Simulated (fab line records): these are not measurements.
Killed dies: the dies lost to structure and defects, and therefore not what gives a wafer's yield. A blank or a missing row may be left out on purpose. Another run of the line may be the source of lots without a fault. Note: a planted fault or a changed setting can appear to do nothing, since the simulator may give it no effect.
Chamber matching + flow n5_finfet + N5_STI_FIN_REVEAL_ALD_14 on ald_sin-03: 4 sister chambers
The step deposits Si3N4, target thk 3 nm. 8 wafers are shown with their chamber, then 10 later ones without.

== WAFERS, EACH WITH ITS CHAMBER ==
| wafer  | chamber | heater_power_w (W) |
|--------|---------|--------------------|
| L079.1 | 3       | 785                |
| L079.2 | 1       | 868                |
| L079.4 | 0       | 734                |
| L088.2 | 3       | 770                |
| L088.4 | 2       | 844                |
| L088.6 | 1       | 888                |
| L091.1 | 0       | 739                |
| L091.4 | 2       | 809                |

== WAFERS WITH NO CHAMBER GIVEN ==
| wafer  | heater_power_w (W) |
|--------|--------------------|
| L091.5 | 879                |
| L094.1 | 729                |
| L094.2 | 828                |
| L094.3 | 891                |
| L094.4 | 782                |
| L094.5 | 868                |
| L094.6 | 820                |
| L096.1 | 749                |
| L096.2 | 886                |
| L096.3 | 753                |

== CHAMBER TAKEN BY EACH ==
| wafer  | from the rows above     | in truth |
|--------|-------------------------|----------|
| L091.5 | 1                       | 1        |
| L094.1 | 0                       | 0        |
| L094.2 | 2                       | 2        |
| L094.3 | 1                       | 1        |
| L094.4 | 3                       | 3        |
| L094.5 | 1                       | 1        |
| L094.6 | 2                       | 2        |
| L096.1 | can't be placed: 0 or 3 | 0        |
| L096.2 | 1                       | 1        |
| L096.3 | can't be placed: 0 or 3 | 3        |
Placed correctly: 8 of 10. From these rows, 2 cannot be placed; in 2 the true chamber is one of the candidates. Number placed wrongly: 0.
How it was worked out, from the rows above alone: a wafer's distance from a chamber is the root of the sum, over the readings, of the square of ((its reading less the chamber's mean) divided by the reading's scatter). The wafer belongs to the nearest chamber; if the next one is less than 2 further off, it can't be placed. For every chamber, the mean is computed from those of its wafers that are shown. The scatter: the root of (the sum of the squares of (reading less its chamber's mean) over the shown wafers, divided by (wafers less chambers)).
